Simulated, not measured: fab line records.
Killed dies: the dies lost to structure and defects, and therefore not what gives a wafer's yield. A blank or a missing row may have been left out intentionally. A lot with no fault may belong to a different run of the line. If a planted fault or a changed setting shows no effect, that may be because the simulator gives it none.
A struck lot beside a sound one | flow n5 finfet | 41 out of 1938 route steps
Sound: wafers L573.1, L573.2, L573.6. Wafers L584.1, L584.2, L584.4 were the ones struck. The cause is given at the end.
Order at every step that has rows: each side's tool, ch and its chambers, its first start. Under that, the readings that differ: sound wafers | struck wafers | difference of the means | sigmas: that difference in standard deviations of wafers without a fault.
alike: same words and numbers on both sides, and readings whose means sit less than 2 such deviations apart. not compared: any withheld reading, any reading some wafer has no value for, any bound like >300 that may hide the same value, and any number with overlapping values for which the record gives no deviation.
The two part at a step that has a row with sigmas, a row that says differs or no value, or rows on one side only. Non-overlapping numbers with no deviation appear without sigmas and do not part them. A reading that every wafer of one side lacks parts them only if that side has two wafers or more.

first, 5 steps without rows for these wafers: N5_HKMG_FIN_ETCH_31 (etches SiARC in CF4, target depth 45.5 nm, time 75.8 s); N5_HKMG_FIN_ETCH_32 (etches SOC in N2/H2, target depth 240 nm, time 300 s); N5_HKMG_FIN_STRIP_33 (strips in N2/H2); N5_HKMG_FIN_STRIP_34 (strips in CF4); N5_HKMG_FIN_ETCH_35 (etches SOC in N2/H2, target depth 215.8 nm, time 243.4 s).
N5_HKMG_FIN_STRIP_92: strips SOC in N2/H2, time 20 s.
  sound on rie diel-03 ch 1,2,3, day 5 03:18; struck on rie diel-06 ch 0,1,2, day 7 16:52
  alike: drypump motor current A, oes product au, rf vpp V, showerhead plenum p Torr, throttle valve pct
  not compared: rf hours counter h
then, 4 steps without rows for these wafers: N5_HKMG_FIN_WET_ETCH_18 (etches TiN in SC1, time 55 s, target depth 5.2 nm, rinse time 30 s); N5_HKMG_FIN_STRIP_19 (strips in N2/H2, time 360 s); N5_HKMG_FIN_ALD_91 (deposits TiN, target thk 1 nm, pulse time 1 s, purge time 3 s); N5_HKMG_FIN_COAT_85 (time 60 s, resist thk 300 nm).
N5_HKMG_FIN_ETCH_86: etches SOC in N2/H2, stops on TiN, target depth 393.2 nm.
  sound on rie diel-03 ch 1,2,3, day 5 04:28; struck on rie diel-06 ch 0,1,3, day 7 17:48
  alike: drypump motor current A, oes product au, rf vpp V, showerhead plenum p Torr, throttle valve pct
  not compared: rf hours counter h
then, 1 step without rows for these wafers: N5_HKMG_FIN_STRIP_89 (strips SOC in N2/H2, time 20 s).
N5_HKMG_FIN_WET_ETCH_87: etches TiN in SC1, time 154.2 s, target depth 4.7 nm, rinse time 30 s.
  sound on wet bench-04 ch 0,1,2, day 5 04:37; struck on wet bench-04 ch 0,3,6, day 7 17:58
then, 2 steps without rows for these wafers: N5_HKMG_FIN_STRIP_88 (strips in N2/H2, time 360 s); N5_HKMG_FIN_NWFM_ALD_20 (deposits TiAlC, target thk 2 nm, pulse time 3 s, purge time 2 s).
N5_HKMG_FIN_ALD_71: deposits TiN, target thk 1 nm, pulse time 1 s, purge time 3 s.
  sound on ald metal-02 ch 1,3, day 5 05:23; struck on ald metal-02 ch 1,2,3, day 7 18:32
  alike: heater power outer w, heater power w, precursor pulse height rel
then, 2 steps without rows for these wafers: N5_HKMG_FIN_COAT_66 (time 60 s, resist thk 300 nm); N5_HKMG_FIN_ETCH_67 (etches SOC in N2/H2, stops on TiN, target depth 388.9 nm).
N5_HKMG_FIN_STRIP_90: strips SOC in N2/H2, time 20 s.
  sound on rie diel-06 ch 0,2, day 5 05:48; struck on rie diel-02 ch 0,1,3, day 7 19:04
  alike: drypump motor current A, oes product au, rf vpp V, showerhead plenum p Torr, throttle valve pct
  not compared: rf hours counter h
then, 5 steps without rows for these wafers: N5_HKMG_FIN_WET_ETCH_73 (etches the open film in SC1, time 42.3 s, target depth 1.3 nm, rinse time 30 s); N5_HKMG_FIN_ETCHBACK_68 (etches the open film in Cl2/Ar, stops on HfO2, target depth 0.5 nm); N5_HKMG_FIN_STRIP_69 (strips in N2/H2, time 360 s); N5_HKMG_FIN_ALD_21 (deposits TiN, target thk 1.5 nm, pulse time 1 s, purge time 3 s); N5_HKMG_FIN_ALD_72 (deposits W, target thk 2 nm, pulse time 1 s, purge time 2 s).
N5_HKMG_FIN_W_FILL_22: material W, target thk 60 nm, time 18.2 s.
  sound on cvd w-02 ch 0,1, day 5 06:55; struck on cvd w-02 ch 0,1, day 7 20:10
  alike: heater power outer w, heater power w, throttle valve pct
then, 15 steps without rows for these wafers: N5_HKMG_FIN_PRECLEAN_83 (cleans in DIW, time 57.5 s); N5_HKMG_FIN_SRD_84 (dry time 32 s); N5_HKMG_FIN_CMP_23 (polishes, stops on SiNx, t overpolish 10 s, target thk 46.326 nm); N5_HKMG_FIN_CMP_94 (polishes, stops on SiNx, t overpolish 4.7 s, target thk 43.299 nm); N5_GATE_CUT_ETCHBACK_00 (etches W in SF6/Cl2); N5_GATE_CUT_ETCH_56 (etches TiN in Cl2/Ar, target depth 21.6 nm); N5_GATE_CUT_ETCHBACK_30 (etches TiN in Cl2/Ar, target depth 3 nm); N5_GATE_CUT_VAPOR_ETCH_60 (etches HfO2 in BCl3/Cl2); N5_GATE_CUT_ETCH_58 (etches SiNx in CH3F/O2, target depth 17 nm, time 128.6 s); N5_GATE_CUT_STRIP_59 (strips in N2/H2, time 20 s); N5_GATE_CUT_PRECLEAN_31 (cleans in DIW, time 300 s); N5_GATE_CUT_SRD_32 (time 30 s); N5_GATE_CUT_SAC_CAP_01 (material SiNx, target thk 24 nm, pulse time 1 s, ald cycles 480); N5_GATE_CUT_PECVD_57 (deposits SiNx from SiH4/NH3/N2, target thk 21 nm); N5_GATE_CUT_CMP_02 (polishes, stops on SiO2, t overpolish 12.7 s, target thk 0 nm).
-- here the record skips 10 days between the struck wafers' starts before and after, leaving off in module GATE_CUT and picking up in module PASSIVATION (first step shown: number 1936 of the route) --
N5_PASSIVATION_PROBE_49:
  only the struck wafers here have rows in the record (prober-02, day 18 00:22); the sound ones have none

WHERE THEY PART
At N5_PASSIVATION_PROBE_49 and nowhere else, as far as this record goes.

WHY: what had been put in by the simulator
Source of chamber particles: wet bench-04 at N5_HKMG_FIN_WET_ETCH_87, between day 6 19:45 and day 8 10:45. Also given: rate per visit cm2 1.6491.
